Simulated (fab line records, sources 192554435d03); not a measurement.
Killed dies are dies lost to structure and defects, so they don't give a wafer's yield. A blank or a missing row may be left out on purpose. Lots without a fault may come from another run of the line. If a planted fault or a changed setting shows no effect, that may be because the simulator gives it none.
fab line records	flow n5_finfet
record: lots: 7	wafers: 21
route steps=1938 shown GATE_CUT@492 MOL_CONTACT_COAG@586 BEOL_M0_SAQP@636 BEOL_M1@770 BEOL_M3@938 BEOL_M4@1026
start_h: hours from the record's first day to the start of the lot's first wafer shown	wait_h: hours elapsed since this lot's preceding step	" unchanged from the row above	L1.1+2: a single row standing in for several wafers	- no value, or no start was given	* or withheld: withheld	< > ~ a bound
route shown NAME@n: a module of which the file shows steps, and the number in the route of the first	usual: the fault-free wafers' mean and standard deviation	same: alike in all rows	chamber/n: place in a boat	sites: per-site readings	_std_site: their standard deviation	_edge_site: inner sites' mean taken away from outer sites' mean	radius_mm: how far each site lies from the wafer's centre	mask NAME#n: copy n	behind: the last tool/chamber to shape the wafer	hold: cause of the lot's hold/its duration in hours/its outcome	device: which transistor (n, p or np) failed to switch	end of line: tests run on the same wafers once the route is complete	a step without rows: its recipe alone	killed: dies lost to structure and defects at the first sort, not the wafer's yield	map: the dies of a wafer, with x for killed, . for not killed, _ for no die there
set.NAME: setting as actually run; set.NAME@STEP: the setting as run at that earlier step	model.NAME: the simulator's own value behind a step, which no gauge read
lots where settings were altered on purpose, with a table for each step and a row for each wafer
== steps ==
step: N5_GATE_CUT_ETCH_36
recipe: chemistry: CF4	target: SiARC	target_depth_a: 130	mask_material: CAR-EUV	time_s: 21.7	ion_energy_ev: 80	pressure_mtorr: 40	source_w: 545	bias_w: 36	Ar_flow_sccm: 100	cf4_flow_sccm: 100	ends: cleared
lot.wafer	tool	chamber	start_h	wait_h	set.cf4_flow_sccm	set.dose_mj@GATE_CUT_EXPOSE_10	model.GATE_CUT.cd_nm
L076.2	rie_diel-04	2	95.52	0.0	111.2	45.82	21.2
L076.4	"	0	"	"	100	45.82	21
L076.5	"	0	"	"	100	43.25	19.8
L083.3	rie_diel-02	0	139.53	0.0	110.8	43.25	19.6
L083.4	"	0	"	"	100	42.12	19
L083.5	"	2	"	"	100	43.25	20
L085.3	rie_diel-04	1	150.71	0.0	87.49	41.76	18.6
L085.4	"	0	"	"	100	43.25	20
L085.5	"	0	"	"	100	41.76	19
L086.1	rie_diel-04	2	158.84	0.0	115.9	40.31	18.2
L086.3	"	3	"	"	100	40.31	18
L086.5	"	0	"	"	115.9	43.25	19.6
L088.2	rie_diel-02	2	173.66	0.0	100	43.25	20.2
L088.3	"	3	"	"	100	43.25	20
L088.6	"	1	"	"	100	40.12	18
L089.1	rie_diel-01	3	179.38	0.0	114.1	43.25	20.2
L089.3	"	1	"	"	114.1	41.47	19.2
L089.4	"	1	"	"	100	41.47	19.2
L095.2+3	rie_diel-02	3,0	215.17	0.0	100	43.25	20
L095.5	"	1	"	"	100	43.25	19.8
step: N5_GATE_CUT_ETCH_37
recipe: chemistry: N2/H2	target: SOC	target_depth_a: 600	overetch_a: 120	mask_material: SiARC	temp_c: 40	time_s: 90	ion_energy_ev: 200	pressure_mtorr: 30	source_w: 840	bias_w: 150	n2_flow_sccm: 200	h2_flow_sccm: 200
lot.wafer	tool	chamber	start_h	wait_h	set.dose_mj@GATE_CUT_EXPOSE_10	model.GATE_CUT.cd_nm
L076.2	rie_diel-04	2	95.55	0.0	45.82	21.2
L076.4	"	0	"	"	45.82	21
L076.5	"	0	"	"	43.25	19.8
L083.3	rie_diel-02	0	139.56	0.0	43.25	19.4
L083.4	"	0	"	"	42.12	19
L083.5	"	2	"	"	43.25	19.8
L085.3	rie_diel-04	1	150.74	0.0	41.76	18.8
L085.4	"	0	"	"	43.25	20
L085.5	"	0	"	"	41.76	19.2
L086.1+3	rie_diel-04	2,3	158.86	0.0	40.31	18.2
L086.5	"	0	"	"	43.25	19.8
L088.2	rie_diel-02	2	173.69	0.0	43.25	20.2
L088.3	"	3	"	"	43.25	20
L088.6	"	1	"	"	40.12	18.2
L089.1	rie_diel-01	3	179.41	0.0	43.25	20.2
L089.3+4	"	1	"	"	41.47	19.4
L095.2	rie_diel-02	3	215.20	0.0	43.25	20
L095.3+5	"	0,1	"	"	43.25	19.8
step: N5_GATE_CUT_STRIP_38
recipe: chemistry: N2/H2	temp_c: 40	n2_flow_sccm: 200	h2_flow_sccm: 200	rf_frequency_hz: 6e+07
step: N5_GATE_CUT_STRIP_39
recipe: chemistry: N2/H2	temp_c: 40	n2_flow_sccm: 200	h2_flow_sccm: 200	rf_frequency_hz: 6e+07
step: N5_GATE_CUT_HM_OPEN_40
recipe: chemistry: C4F6/O2	target: SiO2	mask_material: SiARC	target_depth_a: 1390	time_s: 85.1	ion_energy_ev: 250	pressure_mtorr: 30	source_w: 345	bias_w: 185	Ar_flow_sccm: 300	C4F6_flow_sccm: 10	O2_flow_sccm: 10	ends: cleared
lot.wafer	tool	chamber	start_h	wait_h	set.dose_mj@GATE_CUT_EXPOSE_10	model.GATE_CUT.cd_nm
L076.2	rie_diel-04	2	95.63	0.0	45.82	21.2
L076.4	"	0	"	"	45.82	21
L076.5	"	0	"	"	43.25	19.8
L083.3	rie_diel-02	0	139.64	0.0	43.25	19.4
L083.4	"	0	"	"	42.12	19
L083.5	"	2	"	"	43.25	19.8
L085.3	rie_diel-04	1	150.82	0.0	41.76	18.8
L085.4	"	0	"	"	43.25	20
L085.5	"	0	"	"	41.76	19.2
L086.1	rie_diel-04	2	158.95	0.0	40.31	18.2
L086.3	"	3	"	"	40.31	18.4
L086.5	"	0	"	"	43.25	19.8
L088.2	rie_diel-02	2	173.77	0.0	43.25	20.2
L088.3	"	3	"	"	43.25	19.8
L088.6	"	1	"	"	40.12	18.2
L089.1	rie_diel-01	3	179.49	0.0	43.25	20.2
L089.3+4	"	1	"	"	41.47	19.4
L095.2+3	rie_diel-02	3,0	215.28	0.0	43.25	20
L095.5	"	1	"	"	43.25	19.8
step: N5_MOL_CONTACT_COAG_VIA_ETCH_46
recipe: chemistry: C4F6/O2	target_depth_a: 460	overetch_a: 92	mask_material: SOC	target: SiO2	bias_w: 455	pressure_mtorr: 10	time_s: 40	source_w: 325	Ar_flow_sccm: 300	C4F6_flow_sccm: 10	O2_flow_sccm: 10	ion_energy_ev: 575.3	ends: end_point
usual: rf_vpp_V: 1576/13
lot.wafer	tool	chamber	start_h	wait_h	set.bias_w	rf_vpp_V
L076.2	rie_diel-03	2	112.16	0.0	455	1587
L076.4	"	1	"	"	455	1578
L076.5	"	1	"	"	507.5	1713
L083.3	rie_diel-03	2	154.12	0.0	496.9	1695
L083.4	"	1	"	"	496.9	1686
L083.5	"	1	"	"	455	1578
L085.3	rie_diel-06	2	165.19	0.0	455	1577
L085.4	"	1	"	"	455	1572
L085.5	"	3	"	"	496.5	1709
L086.1	rie_diel-06	3	173.19	0.0	455	1602
L086.3	"	0	"	"	499.1	1708
L086.5	"	2	"	"	499.1	1688
L088.2	rie_diel-03	2	189.98	0.0	455	1587
L088.3	"	0	"	"	455	1552
L088.6	"	2	"	"	517	1745
L089.1	rie_diel-05	0	194.99	0.0	455	1576
L089.3	"	1	"	"	455	1557
L089.4	"	3	"	"	455	1559
L095.2	rie_diel-06	3	232.28	0.0	455	1600
L095.3	"	0	"	"	455	1593
L095.5	"	1	"	"	455	1570
step: N5_MOL_CONTACT_COAG_COAT_64
recipe: resist: underlayer	temp_c: 205	time_s: 60	spin_rpm: 1500	resist_thk_nm: 10
lot.wafer	tool	chamber	start_h	wait_h	set.spin_rpm	model.underlayer_of_MOL_CONTACT_COAG_COAT_64.thk_nm
L076.2+4+5	litho_track-02	0	-	-	1500	10
L083.3+4+5	litho_track-04	0	-	-	1500	10
L085.3+5	litho_track-03	0	-	-	1500	10
L085.4	"	0	"	"	1389	10.2
L086.1	litho_track-03	0	-	-	1595	9.8
L086.3	"	0	"	"	1500	10
L086.5	"	0	"	"	1595	9.6
L088.2+6	litho_track-03	0	-	-	1550	9.8
L088.3	"	0	"	"	1500	10
L089.1+4	litho_track-03	0	-	-	1352	10.6
L089.3	"	0	"	"	1500	10
L095.2+3+5	litho_track-02	0	-	-	1500	10
step: N5_MOL_CONTACT_COAG_COAT_34
recipe: resist: CAR-EUV	spin_rpm: 1500	resist_thk_nm: 40
step: N5_MOL_CONTACT_COAG_EBR_36
recipe: solvent: PGMEA	ebr_width_mm: 1.5
step: N5_MOL_CONTACT_COAG_DESCUM_45
recipe: chemistry: O2	time_s: 7	source_power_w: 50	bias_power_w: 20	pressure_mtorr: 20	rf_frequency_hz: 2.712e+07	temp_c: 40	resist: CAR-EUV	o2_flow_sccm: 225
step: N5_MOL_CONTACT_COAG_ETCH_65
recipe: chemistry: N2/H2	target: underlayer	target_depth_a: 130	mask_material: CAR-EUV	time_s: 10.4	ion_energy_ev: 200	pressure_mtorr: 30	source_w: 840	bias_w: 150	n2_flow_sccm: 200	h2_flow_sccm: 200	ends: cleared
lot.wafer	tool	chamber	start_h	wait_h	set.spin_rpm@MOL_CONTACT_COAG_COAT_64	model.CAR-EUV_of_MOL_CONTACT_COAG_COAT_34.thk_nm	model.etch.depth_nm
L076.2+5	rie_diel-06	1,2	112.97	0.0	1500	24.6	10.01
L076.4	"	0	"	"	1500	24.6	10.02
L083.3	rie_diel-06	3	154.94	0.0	1500	24.6	10.01
L083.4	"	1	"	"	1500	24.4	10.05
L083.5	"	2	"	"	1500	24.6	10.04
L085.3	rie_diel-05	3	166.01	0.0	1500	24.6	9.94
L085.4	"	0	"	"	1389	24.2	10.27
L085.5	"	3	"	"	1500	24.8	9.925
L086.1	rie_diel-06	0	174.00	0.0	1595	24.8	9.723
L086.3	"	1	"	"	1500	24.6	10.02
L086.5	"	2	"	"	1595	25	9.692
L088.2	rie_diel-03	3	191.87	0.0	1550	25	9.886
L088.3	"	0	"	"	1500	24.8	10.03
L088.6	"	1	"	"	1550	24.8	9.856
L089.1+4	rie_diel-05	1,0	195.98	0.0	1352	24	10.53
L089.3	"	3	"	"	1500	24.6	9.997
L095.2	rie_diel-06	2	235.68	0.0	1500	24.8	10.01
L095.3	"	3	"	"	1500	24.8	9.963
L095.5	"	1	"	"	1500	24.8	10.02
step: N5_MOL_CONTACT_COAG_ETCH_66
recipe: chemistry: CF4	target: SiARC	target_depth_a: 130	mask_material: CAR-EUV	time_s: 21.7	ion_energy_ev: 80	pressure_mtorr: 40	source_w: 545	bias_w: 36	Ar_flow_sccm: 100	cf4_flow_sccm: 100	ends: cleared
lot.wafer	tool	chamber	start_h	wait_h	set.spin_rpm@MOL_CONTACT_COAG_COAT_64	model.CAR-EUV_of_MOL_CONTACT_COAG_COAT_34.thk_nm
L076.2+4+5	rie_diel-06	1,0,2	112.99	0.0	1500	17
L083.3	rie_diel-06	3	154.96	0.0	1500	17
L083.4+5	"	1,2	"	"	1500	16.8
L085.3	rie_diel-05	3	166.03	0.0	1500	17
L085.4	"	0	"	"	1389	16.6
L085.5	"	3	"	"	1500	17.2
L086.1	rie_diel-06	0	174.02	0.0	1595	17.2
L086.3	"	1	"	"	1500	16.8
L086.5	"	2	"	"	1595	17.4
L088.2+6	rie_diel-03	3,1	191.89	0.0	1550	17.2
L088.3	"	0	"	"	1500	17
L089.1+4	rie_diel-05	1,0	196.00	0.0	1352	16.4
L089.3	"	3	"	"	1500	17
L095.2+3+5	rie_diel-06	2,3,1	235.70	0.0	1500	17
step: N5_MOL_CONTACT_COAG_ALD_133
recipe: material: SiO2	target_thk_a: 50	temp_c: 100	ald_precursor_family: BDEAS	ald_co_reactant: O2-plasma	pulse_time_s: 1	co_reactant_pulse_time_s: 1	purge_time_s: 2	co_reactant_purge_time_s: 2	ald_cycles: 35	pressure_torr: 2
step: N5_MOL_CONTACT_COAG_ETCHBACK_134
recipe: chemistry: CHF3	target: SiO2	target_depth_a: 100	time_s: 6.7	ion_energy_ev: 200	pressure_mtorr: 30	source_w: 610	bias_w: 170	Ar_flow_sccm: 200	CHF3_flow_sccm: 50
lot.wafer	tool	chamber	start_h	wait_h	set.spin_rpm@MOL_CONTACT_COAG_COAT_64	model.CAR-EUV_of_MOL_CONTACT_COAG_COAT_34.thk_nm
L076.2+4+5	rie_diel-03	2,0,1	113.68	0.1	1500	15.6
L083.3	rie_diel-06	1	155.22	0.1	1500	15.6
L083.4+5	"	3,0	"	"	1500	15.4
L085.3	rie_diel-05	1	166.55	0.3	1500	15.6
L085.4	"	3	"	"	1389	15.2
L085.5	"	0	"	"	1500	15.8
L086.1+5	rie_diel-06	1,2	174.28	0.1	1595	15.8
L086.3	"	2	"	"	1500	15.4
L088.2+6	rie_diel-05	1,2	193.27	0.2	1550	15.8
L088.3	"	2	"	"	1500	15.6
L089.1+4	rie_diel-06	1,3	196.27	0.1	1352	15
L089.3	"	3	"	"	1500	15.6
L095.2+3+5	rie_diel-06	2,1,3	236.73	0.1	1500	15.6
step: N5_BEOL_M0_SAQP_PECVD_96
recipe: material: a-Si	target_thk_a: 450	temp_c: 350	precursor: SiH4/He	pressure_torr: 3	rf_w: 100	time_s: 45.2
lot.wafer	tool	chamber	start_h	wait_h	set.time_s	model.a-Si_of_BEOL_M0_SAQP_PECVD_96.thk_nm
L076.2	pecvd-04	1	120.01	0.0	45.2	45.8
L076.4	"	0	"	"	45.2	45
L076.5	"	1	"	"	50.35	50.6
L083.3+4	pecvd-04	1,0	162.61	0.0	45.2	45
L083.5	"	1	"	"	45.2	45.2
L085.3	pecvd-04	2	174.75	0.0	45.2	45
L085.4	"	0	"	"	40.03	40
L085.5	"	1	"	"	40.03	40.4
L086.1	pecvd-02	0	180.19	0.0	39.34	39.4
L086.3	"	1	"	"	45.2	44.4
L086.5	"	0	"	"	45.2	46.2
L088.2	pecvd-03	0	200.04	0.0	45.2	44.2
L088.3	"	2	"	"	45.2	44.4
L088.6	"	1	"	"	48.45	48
L089.1	pecvd-02	2	201.88	0.0	48.31	47.2
L089.3	"	0	"	"	48.31	47
L089.4	"	0	"	"	45.2	45.2
L095.2+3	pecvd-02	1,0	242.36	0.0	45.2	44.4
L095.5	"	1	"	"	45.2	44.8
step: N5_BEOL_M0_SAQP_DEVELOP_13
recipe: develop_time_s: 30	developer: TMAH	resist: CAR-ArF	dev_temp_c: 23	rinse_liquid: diw	dry: air_spin
lot.wafer	tool	chamber	start_h	wait_h	set.develop_time_s
L076.2+5	litho_track-05	0	-	-	30
L076.4	"	0	"	"	36.56
L083.3+4+5	litho_track-05	0	-	-	30
L085.3+4	litho_track-04	0	-	-	30
L085.5	"	0	"	"	27.76
L086.1+5	litho_track-05	0	-	-	30
L086.3	"	0	"	"	32.14
L088.2+6	litho_track-04	0	-	-	24.18
L088.3	"	0	"	"	30
L089.1+3+4	litho_track-01	0	-	-	30
L095.2+3+5	litho_track-01	0	-	-	30
step: N5_BEOL_M0_SAQP_ETCH_101
recipe: chemistry: CH3F/O2	target: SiNx	mask_material: SiO2	target_depth_a: 299	time_s: 42.7	pressure_mtorr: 30	source_w: 395	bias_w: 73	Ar_flow_sccm: 150	CH3F_flow_sccm: 30	O2_flow_sccm: 20	ion_energy_ev: 120
step: N5_BEOL_M0_SAQP_ETCH_102
recipe: chemistry: CF4	target: SiO2	target_depth_a: 40	ion_energy_ev: 350	time_s: 4.4	pressure_mtorr: 10	icp_w: 800	bias_w: 400	cf4_flow_sccm: 80
step: N5_BEOL_M0_SAQP_MANDREL_ETCH_103
recipe: chemistry: HBr/Cl2	target: a-Si	target_depth_a: 450	bt_time_s: 10	stop_on: SiCN	mask_material: SiO2	over_etch_frac: 0.8	time_s: 27	pressure_mtorr: 10	icp_w: 800	bias_w: 75	HBr_flow_sccm: 150	Cl2_flow_sccm: 80	ends: end_point
usual: oes_product_au: 0.682/0.012
lot.wafer	tool	chamber	start_h	wait_h	set.time_s@BEOL_M0_SAQP_PECVD_96	oes_product_au	model.etch.depth_nm
L076.2	rie_si-03	0	122.60	0.0	45.2	0.680	45.81
L076.4	"	2	"	"	45.2	0.692	45.01
L076.5	"	3	"	"	50.35	0.712	50.7
L083.3	rie_si-04	1	165.55	0.0	45.2	0.680	45.08
L083.4	"	2	"	"	45.2	0.687	44.95
L083.5	"	2	"	"	45.2	0.697	45.29
L085.3	rie_si-02	3	179.81	0.0	45.2	0.679	44.96
L085.4	"	0	"	"	40.03	0.650	40.07
L085.5	"	1	"	"	40.03	0.645	40.38
L086.1	rie_si-03	1	182.74	0.0	39.34	0.636	39.46
L086.3	"	2	"	"	45.2	0.685	44.46
L086.5	"	3	"	"	45.2	0.673	46.11
L088.2	rie_si-02	2	202.54	0.0	45.2	0.669	44.17
L088.3	"	0	"	"	45.2	0.697	44.35
L088.6	"	3	"	"	48.45	0.690	48.05
L089.1	rie_si-04	1	204.64	0.0	48.31	0.704	47.22
L089.3	"	2	"	"	48.31	0.703	47
L089.4	"	3	"	"	45.2	0.669	45.18
L095.2	rie_si-04	1	244.92	0.0	45.2	0.677	44.33
L095.3	"	0	"	"	45.2	0.687	44.35
L095.5	"	0	"	"	45.2	0.684	44.81
step: N5_BEOL_M1_ETCH_64
recipe: chemistry: N2/H2	target: SOC	target_depth_a: 750	overetch_a: 150	mask_material: SiARC	temp_c: 40	time_s: 112.5	ion_energy_ev: 200	pressure_mtorr: 30	source_w: 840	bias_w: 150	n2_flow_sccm: 200	h2_flow_sccm: 200
usual: rf_vpp_V: 524/3
lot.wafer	tool	chamber	start_h	wait_h	set.source_w	rf_vpp_V	model.SiARC_of_BEOL_M1_COAT_62.thk_nm
L076.2	rie_diel-04	0	138.29	0.0	762	539	7.2
L076.4	"	1	"	"	840	524	6.8
L076.5	"	3	"	"	840	520	6.8
L083.3	rie_diel-04	3	180.54	0.0	950	498	6.4
L083.4	"	0	"	"	840	522	7
L083.5	"	0	"	"	950	500	6.6
L086.1	rie_diel-01	3	191.92	0.0	963.1	502	6.4
L086.3	"	0	"	"	840	527	7
L086.5	"	2	"	"	840	519	7
L085.3	rie_diel-02	3	193.92	0.0	790.3	535	6.8
L085.4	"	2	"	"	790.3	537	7
L085.5	"	1	"	"	790.3	533	7
L088.2	rie_diel-02	1	217.11	0.0	733.9	546	7.2
L088.3	"	0	"	"	733.9	549	7.2
L088.6	"	3	"	"	840	525	6.8
L089.1	rie_diel-04	2	220.03	0.0	797.9	534	7
L089.3	"	3	"	"	797.9	528	6.8
L089.4	"	0	"	"	840	522	6.8
L095.2	rie_diel-01	0	264.31	0.0	840	526	7
L095.3	"	1	"	"	840	529	7
L095.5	"	2	"	"	840	528	7
step: N5_BEOL_M3_COAT_05
recipe: resist: CAR-EUV	spin_rpm: 1500	resist_thk_nm: 30
lot.wafer	tool	chamber	start_h	wait_h	set.spin_rpm	model.CAR-EUV_of_BEOL_M3_COAT_05.thk_nm
L076.2	litho_track-03	0	-	-	1500	30
L076.4+5	"	0	"	"	1441	30.6
L083.3	litho_track-04	0	-	-	1500	30
L083.4	"	0	"	"	1392	31
L083.5	"	0	"	"	1392	31.2
L086.1+3+5	litho_track-03	0	-	-	1500	30
L085.3+5	litho_track-02	0	-	-	1500	29.8
L085.4	"	0	"	"	1500	30
L088.2+3+6	litho_track-02	0	-	-	1500	30.2
L089.1+3	litho_track-04	0	-	-	1335	31.8
L089.4	"	0	"	"	1500	30
L095.2+5	litho_track-02	0	-	-	1500	30
L095.3	"	0	"	"	1500	30.2
step: N5_BEOL_M4_COAT_62
recipe: resist: SiARC	temp_c: 220	time_s: 60	spin_rpm: 1500	resist_thk_nm: 12
lot.wafer	tool	chamber	start_h	wait_h	set.spin_rpm	model.SiARC_of_BEOL_M4_COAT_62.thk_nm
L076.2	litho_track-04	0	-	-	1404	12.4
L076.4+5	"	0	"	"	1500	12
L083.3+4+5	litho_track-01	0	-	-	1500	12
L086.1+5	litho_track-05	0	-	-	1400	12.4
L086.3	"	0	"	"	1500	12
L085.3	litho_track-05	0	-	-	1380	12.6
L085.4+5	"	0	"	"	1500	12
L089.1+4	litho_track-04	0	-	-	1500	12
L089.3	"	0	"	"	1666	11.4
L088.2+3	litho_track-04	0	-	-	1433	12.2
L088.6	"	0	"	"	1500	12
L095.2+3+5	litho_track-05	0	-	-	1500	12
step: N5_BEOL_M4_COAT_73
recipe: resist: underlayer	temp_c: 205	time_s: 60	spin_rpm: 1500	resist_thk_nm: 5
step: N5_BEOL_M4_COAT_05
recipe: resist: CAR-EUV	spin_rpm: 1500	resist_thk_nm: 30
step: N5_BEOL_M4_DESCUM_16
recipe: chemistry: O2	time_s: 7	source_power_w: 50	bias_power_w: 20	pressure_mtorr: 20	rf_frequency_hz: 2.712e+07	temp_c: 40	resist: CAR-EUV	o2_flow_sccm: 225
step: N5_BEOL_M4_ETCH_74
recipe: chemistry: N2/H2	target: underlayer	target_depth_a: 65	mask_material: CAR-EUV	time_s: 5.2	ion_energy_ev: 200	pressure_mtorr: 30	source_w: 840	bias_w: 150	n2_flow_sccm: 200	h2_flow_sccm: 200	ends: cleared
step: N5_BEOL_M4_ETCH_63
recipe: chemistry: CF4	target: SiARC	target_depth_a: 156	mask_material: CAR-EUV	time_s: 26	ion_energy_ev: 80	pressure_mtorr: 40	source_w: 545	bias_w: 36	Ar_flow_sccm: 100	cf4_flow_sccm: 100	ends: cleared
lot.wafer	tool	chamber	start_h	wait_h	set.spin_rpm@BEOL_M4_COAT_62	model.etch.depth_nm	model.CAR-EUV_of_BEOL_M4_COAT_05.thk_nm
L076.2	rie_diel-06	3	194.20	0.0	1404	12.33	11
L076.4	"	2	"	"	1500	11.95	11.2
L076.5	"	3	"	"	1500	12	11.2
L083.3+5	rie_diel-03	1,0	238.68	0.0	1500	12.02	11
L083.4	"	3	"	"	1500	12.01	11
L086.1	rie_diel-06	0	239.18	0.0	1400	12.41	11
L086.3	"	1	"	"	1500	12.02	11.4
L086.5	"	1	"	"	1400	12.47	11
L085.3	rie_diel-03	0	244.94	0.0	1380	12.56	10.6
L085.4	"	1	"	"	1500	12.08	11
L085.5	"	2	"	"	1500	12.04	11
L089.1	rie_diel-06	0	265.10	0.0	1500	12.03	11
L089.3	"	2	"	"	1666	11.38	11.8
L089.4	"	3	"	"	1500	12	11.2
L088.2	rie_diel-06	1	266.53	0.0	1433	12.25	11
L088.3	"	2	"	"	1433	12.26	11
L088.6	"	1	"	"	1500	11.99	11
L095.2	rie_diel-05	2	329.25	0.0	1500	11.99	11.2
L095.3	"	0	"	"	1500	11.98	11.2
L095.5	"	0	"	"	1500	11.95	11.2
== key ==
split: step: N5_GATE_CUT_ETCH_36	setting: cf4_flow_sccm	stated: 100	by: wafer
response none clear
split: step: N5_MOL_CONTACT_COAG_VIA_ETCH_46	setting: bias_w	stated: 455	by: wafer
response: step: N5_MOL_CONTACT_COAG_VIA_ETCH_46	reading: rf_vpp_V	change: +12.2	per: 1%	r: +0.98
split: step: N5_MOL_CONTACT_COAG_COAT_64	setting: spin_rpm	stated: 1500	by: wafer
response: step: N5_MOL_CONTACT_COAG_COAT_64	reading: model.underlayer_of_MOL_CONTACT_COAG_COAT_64.thk_nm	change: -0.049	per: 1%	r: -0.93
response: step: N5_MOL_CONTACT_COAG_ETCH_65	reading: model.CAR-EUV_of_MOL_CONTACT_COAG_COAT_34.thk_nm	change: +0.0583	per: 1%	r: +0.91
response: step: N5_MOL_CONTACT_COAG_ETCH_65	reading: model.etch.depth_nm	change: -0.0505	per: 1%	r: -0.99
response: step: N5_MOL_CONTACT_COAG_ETCH_66	reading: model.CAR-EUV_of_MOL_CONTACT_COAG_COAT_34.thk_nm	change: +0.0662	per: 1%	r: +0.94
response: step: N5_MOL_CONTACT_COAG_ETCHBACK_134	reading: model.CAR-EUV_of_MOL_CONTACT_COAG_COAT_34.thk_nm	change: +0.063	per: 1%	r: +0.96
split: step: N5_BEOL_M0_SAQP_PECVD_96	setting: time_s	stated: 45.2	by: wafer
response: step: N5_BEOL_M0_SAQP_PECVD_96	reading: model.a-Si_of_BEOL_M0_SAQP_PECVD_96.thk_nm	change: +0.436	per: 1%	r: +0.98
response: step: N5_BEOL_M0_SAQP_MANDREL_ETCH_103	reading: oes_product_au	change: +0.00285	per: 1%	r: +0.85
response: step: N5_BEOL_M0_SAQP_MANDREL_ETCH_103	reading: model.etch.depth_nm	change: +0.437	per: 1%	r: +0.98
split: step: N5_BEOL_M0_SAQP_DEVELOP_13	setting: develop_time_s	stated: 30	by: wafer
response none clear
split: step: N5_BEOL_M1_ETCH_64	setting: source_w	stated: 840	by: wafer
response: step: N5_BEOL_M1_ETCH_64	reading: rf_vpp_V	change: -1.67	per: 1%	r: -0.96
response: step: N5_BEOL_M1_ETCH_64	reading: model.SiARC_of_BEOL_M1_COAT_62.thk_nm	change: -0.0374	per: 1%	r: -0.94
split: step: N5_BEOL_M3_COAT_05	setting: spin_rpm	stated: 1500	by: wafer
response: step: N5_BEOL_M3_COAT_05	reading: model.CAR-EUV_of_BEOL_M3_COAT_05.thk_nm	change: -0.16	per: 1%	r: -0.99
split: step: N5_BEOL_M4_COAT_62	setting: spin_rpm	stated: 1500	by: wafer
response: step: N5_BEOL_M4_COAT_62	reading: model.SiARC_of_BEOL_M4_COAT_62.thk_nm	change: -0.0602	per: 1%	r: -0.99
response: step: N5_BEOL_M4_ETCH_63	reading: model.etch.depth_nm	change: -0.0594	per: 1%	r: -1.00
response: step: N5_BEOL_M4_ETCH_63	reading: model.CAR-EUV_of_BEOL_M4_COAT_05.thk_nm	change: +0.051	per: 1%	r: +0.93
split outside_this_file step=N5_GATE_CUT_EXPOSE_10 setting=dose_mj
split outside_this_file: this setting was split too, and the file shows its column; the key of that split is in another file
